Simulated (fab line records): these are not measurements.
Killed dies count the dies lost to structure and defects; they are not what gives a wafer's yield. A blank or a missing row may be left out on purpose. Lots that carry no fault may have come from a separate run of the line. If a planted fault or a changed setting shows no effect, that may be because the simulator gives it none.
Problem report, 8D (eight disciplines) form, completed by code | flow n5 finfet | the parts of the form that need people (team, actions taken, sign-off) are left out

1. THE PROBLEM
A mean of 129 is read at N5_PASSIVATION_PROBE_49 for killed_at_M4_up, taken on 1 wafer of 1 lot, against 15 (standard deviation 6.2) on wafers free of any fault. That is +18 standard deviations from the usual mean.
Earliest sighting: wafer L788.4 on prober-02 at day 17 08:40. The record holds 9 wafers of 3 lots with a number at this step. Rule for "out" (also "out of limits"): further than 4 standard deviations from the usual mean. All remaining wafers that have a number are taken as sound.

2. WHAT THIS IS AND IS NOT
question                    | is                                                                                                   | is not
which readings at this step | killed_at_M4_up, defect limited yield, killed dies, sort_bin_5_function, sort n pass, sort yield pct | killed_at_M0_to_M3, killed at contacts, killed at front end, killed at other, killed open, killed short
which lots                  | L788                                                                                                 | L774, L779
which wafers of those lots  | L788.4                                                                                               | L788.2, L788.5
read on which tools         | prober-02                                                                                            | -
when                        | from day 17 08:40                                                                                    | up to then (7 sound wafers); but 1 sound wafer of L788 came after

3. WHAT RULES OUT EACH SUSPECT
Counting: if a tool at a process step up to the reading ran every lot that is out, it stays a suspect. Sound lots after the first of them don't rule it out here, since some wafers of a struck lot are sound.
- pvd sputter-03 at N5_BEOL_M15_SPUTTER_44 (material Ta, target thk 15 nm, time 24.19 s): kept. It ran the lot that is out, L788 (day 16 15:10).
- pvd sputter-03 at N5_BEOL_M15_SPUTTER_45 (material Cu, target thk 100 nm, time 16.67 s): kept. It ran the lot that is out, L788 (day 16 15:14).
- cmp-04 at N5_BEOL_M15_CMP_49 (polishes, stops on SiO2, t overpolish 4.9 s, target thk 850 nm): kept. It ran the lot that is out, L788 (day 16 16:21).
- ald hk-01 at N5_MIM_TOP_ALD_00 (deposits Al2O3, purge time 3 s, co reactant pulse time 3 s): kept. It ran the lot that is out, L788 (day 16 19:50).
- prober-02 at N5_PASSIVATION_PROBE_49: kept. L788, the lot that is out, went through it at day 17 08:34; up to then, the latest sound lot through it was L779 at day 15 04:22. Its own defect limited yield, killed_at_M4_up, killed dies, sort_bin_5_function, sort n pass, sort yield pct readings are out on those wafers.
- At N5_BEOL_M15_CMP_49, inside cmp-04: chamber 3 took the wafers that are out, while their sound lot-mates went through chambers 0, 1.
- At N5_MIM_TOP_ALD_00, inside ald hk-01: chamber 3 took the wafers that are out, while their sound lot-mates went through chambers 1, 2.
Left after counting: pvd sputter-03 at N5_BEOL_M15_SPUTTER_44, pvd sputter-03 at N5_BEOL_M15_SPUTTER_45, cmp-04 at N5_BEOL_M15_CMP_49, ald hk-01 at N5_MIM_TOP_ALD_00, prober-02 at N5_PASSIVATION_PROBE_49.

4. THE CAUSE (what the simulator had put in)
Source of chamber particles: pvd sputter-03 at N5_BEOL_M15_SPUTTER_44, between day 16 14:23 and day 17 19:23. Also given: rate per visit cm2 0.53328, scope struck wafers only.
Counting left 5 suspects, and this tool is among them.

5. THE CHAIN OF EFFECTS, in route order
Each row: a reading where the mean over the struck wafers with a number is more than 3 standard deviations away from the usual. Scope: only readings with a usual standard deviation given in the record; hours: median across lots of the time from each lot's start at the first step in this table that gives one to its start at this step; sigmas: change in usual standard deviations.
hours | step                    | reading              | usual  | on struck wafers | change | sigmas
0     | N5_PASSIVATION_PROBE_49 | defect limited yield | 91.3 % | 81.4             | -9.9   | -7.1
0     | N5_PASSIVATION_PROBE_49 | killed_at_M4_up      | 15     | 129              | +114   | +18
0     | N5_PASSIVATION_PROBE_49 | killed dies          | 102    | 219              | +117   | +6.9
0     | N5_PASSIVATION_PROBE_49 | sort_bin_5_function  | 5.1 %  | 11.1             | +6.0   | +6.8
0     | N5_PASSIVATION_PROBE_49 | sort_bin_6_memory    | 3.3 %  | 5.5              | +2.2   | +3.4
0     | N5_PASSIVATION_PROBE_49 | sort n pass          | 1078   | 961              | -117   | -6.9
0     | N5_PASSIVATION_PROBE_49 | sort yield pct       | 91.3 % | 81.4             | -9.9   | -7.1
Process steps it contains:
- N5_PASSIVATION_PROBE_49

6. WHAT WOULD HAVE CAUGHT IT SOONER
In this record the first reading out of limits was taken at day 17 08:40, 18 hours after the fault began at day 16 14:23.
Tool readings at N5_BEOL_M15_SPUTTER_44 with a usual standard deviation given in the record: none out on any struck wafer, hence no alarm at a limit of 4 standard deviations on them.
All the lots that are out (1) had begun N5_BEOL_M15_SPUTTER_44 on pvd sputter-03 by day 17 08:40. Had the tool been put on hold then, not one of them would have been saved.
